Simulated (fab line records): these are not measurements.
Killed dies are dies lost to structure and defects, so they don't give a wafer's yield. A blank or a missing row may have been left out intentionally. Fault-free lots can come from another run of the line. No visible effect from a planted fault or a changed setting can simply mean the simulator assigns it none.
Which tool did it?	flow n5-finfet	12 lots (36 wafers sampled), 1 step of a 1938-step route

== WHAT THE GAUGES SHOWED, per wafer ==
N5_BEOL_M6_CD_MEAS_35: target cd 40 nm, target cd y 28 nm.
lot	measured	on	cd-nm (nm)
L075	day 8 23:33	cd-sem-01	39.3 39.8 40.0
L077	day 9 19:01	cd-sem-01	39.4 39.5 39.6
L080	day 10 11:13	cd-sem-02	41.0 40.2 40.6
L081	day 10 15:46	cd-sem-02	39.9 40.3 40.3
L085	day 11 12:13	cd-sem-02	39.9 40.7 40.9
L083	day 11 18:21	cd-sem-03	39.4 40.3 40.9
L086	day 12 03:34	cd-sem-03	40.4 41.0 40.9
L090	day 12 16:05	cd-sem-03	40.0 40.4 40.2
L089	day 13 09:23	cd-sem-02	39.8 39.5 39.4
L093	day 13 19:11	cd-sem-03	39.7 40.6 39.7
L095	day 14 09:07	cd-sem-02	40.0 39.8 39.8
L097	day 14 23:59	cd-sem-03	39.5 40.1 39.7

== WHICH TOOL RAN EACH LOT (tool, then ch and the chambers of the sampled wafers, then the start) ==
The record holds no process step before these readings.

== THE ANSWER, worked out from the rows above alone ==
Rule: the usual values come from the lots themselves. Put in order of their means at a reading, lots are off if they are a third of the lots or fewer, leave a main group of 4 or more, and stand apart from it by a gap of 3 or more times the standard deviation of the main group's means; of several such gaps the widest counts. The tables above print the reading to a certain number of digits; a main group whose means all agree to those digits is not used. A lot without any number at a reading at which 4 lots or more have one is off too. Any other lot the step has rows for is counted as sound.
No lot is off on any of the readings shown, so nothing can be concluded from this.

== WHAT THE SIMULATOR HAD PUT IN ==
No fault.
